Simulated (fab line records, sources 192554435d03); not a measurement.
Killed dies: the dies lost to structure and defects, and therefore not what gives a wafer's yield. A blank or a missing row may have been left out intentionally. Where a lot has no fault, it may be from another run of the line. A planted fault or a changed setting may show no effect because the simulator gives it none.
Which tool was responsible? / flow n5Finfet / 24 lots, 72 wafers sampled, at 1 step of a route of 1938

== WHAT THE GAUGES SHOWED, per wafer ==
N5_HKMG_FIN_THK_MEAS_70: measures by xrf.
lot=L074; measured=day 4 02:23; on=filmMetro-02; HK_THK (nm)=1.548 1.582 1.608
lot=L075; measured=day 4 09:04; on=filmMetro-02; HK_THK (nm)=1.604 1.535 1.563
lot=L076; measured=day 4 17:16; on=filmMetro-02; HK_THK (nm)=1.548 1.541 1.561
lot=L077; measured=day 4 21:50; on=filmMetro-01; HK_THK (nm)=1.568 1.568 1.548
lot=L078; measured=day 5 00:33; on=filmMetro-01; HK_THK (nm)=1.594 1.587 1.603
lot=L079; measured=day 5 10:01; on=filmMetro-01; HK_THK (nm)=1.589 1.580 1.614
lot=L080; measured=day 5 19:01; on=filmMetro-02; HK_THK (nm)=1.597 1.577 1.551
lot=L081; measured=day 5 19:37; on=filmMetro-02; HK_THK (nm)=1.574 1.550 1.589
lot=L082; measured=day 6 03:04; on=filmMetro-01; HK_THK (nm)=1.596 1.598 1.568
lot=L083; measured=day 6 10:26; on=filmMetro-02; HK_THK (nm)=1.580 1.553 1.577
lot=L084; measured=day 6 15:00; on=filmMetro-02; HK_THK (nm)=1.625 1.562 1.598
lot=L086; measured=day 7 03:43; on=filmMetro-02; HK_THK (nm)=1.589 1.572 1.583
lot=L085; measured=day 7 05:22; on=filmMetro-01; HK_THK (nm)=1.593 1.577 1.595
lot=L087; measured=day 7 11:53; on=filmMetro-01; HK_THK (nm)=1.571 1.573 1.569
lot=L089; measured=day 7 22:23; on=filmMetro-02; HK_THK (nm)=1.603 1.548 1.587
lot=L088; measured=day 7 23:04; on=filmMetro-02; HK_THK (nm)=1.586 1.602 1.550
lot=L090; measured=day 8 03:40; on=filmMetro-02; HK_THK (nm)=1.581 1.601 1.561
lot=L091; measured=day 8 10:56; on=filmMetro-02; HK_THK (nm)=1.586 1.576 1.597
lot=L092; measured=day 8 14:04; on=filmMetro-02; HK_THK (nm)=1.575 1.525 1.590
lot=L093; measured=day 8 23:19; on=filmMetro-01; HK_THK (nm)=1.605 1.585 1.577
lot=L094; measured=day 9 02:50; on=filmMetro-01; HK_THK (nm)=1.580 1.599 1.571
lot=L095; measured=day 9 10:29; on=filmMetro-02; HK_THK (nm)=1.537 1.588 1.596
lot=L096; measured=day 9 16:28; on=filmMetro-02; HK_THK (nm)=1.555 1.588 1.584
lot=L097; measured=day 10 15:45; on=filmMetro-01; HK_THK (nm)=1.590 1.586 1.599

== WHICH TOOL RAN EACH LOT (tool, then ch and the chambers of the sampled wafers, then the start) ==
No process step before these readings appears in the record.

== WHAT THE TOOLS THEMSELVES READ (means of the sampled wafers that have a number; where no wafer has one, the mark that the record gives instead) ==
The record holds no such reading with a usual standard deviation.

== THE ANSWER, worked out from the rows above alone ==
Rule: the usual values come from the lots themselves. Put in order of their means at a reading, lots are off if they are a third of the lots or fewer, leave a main group of 4 or more, and stand apart from it by a gap of 3 or more times the standard deviation of the main group's means; of several such gaps the widest counts. A main group is skipped when, at the precision printed for the reading in the tables above, its means are all equal. Also off: a lot with no number at a reading for which 4 or more lots have one. All remaining lots with rows at the step are treated as sound. The gauges are gone through in route order, then the tools' own readings, and for those a lot's mean is taken as printed above. The first step at which some lot is off is used, and at that step the reading that is off furthest; a lot without a number counts as furthest.
Nothing can be told from this: no lot is off at any reading shown.

== WHAT THE SIMULATOR HAD PUT IN ==
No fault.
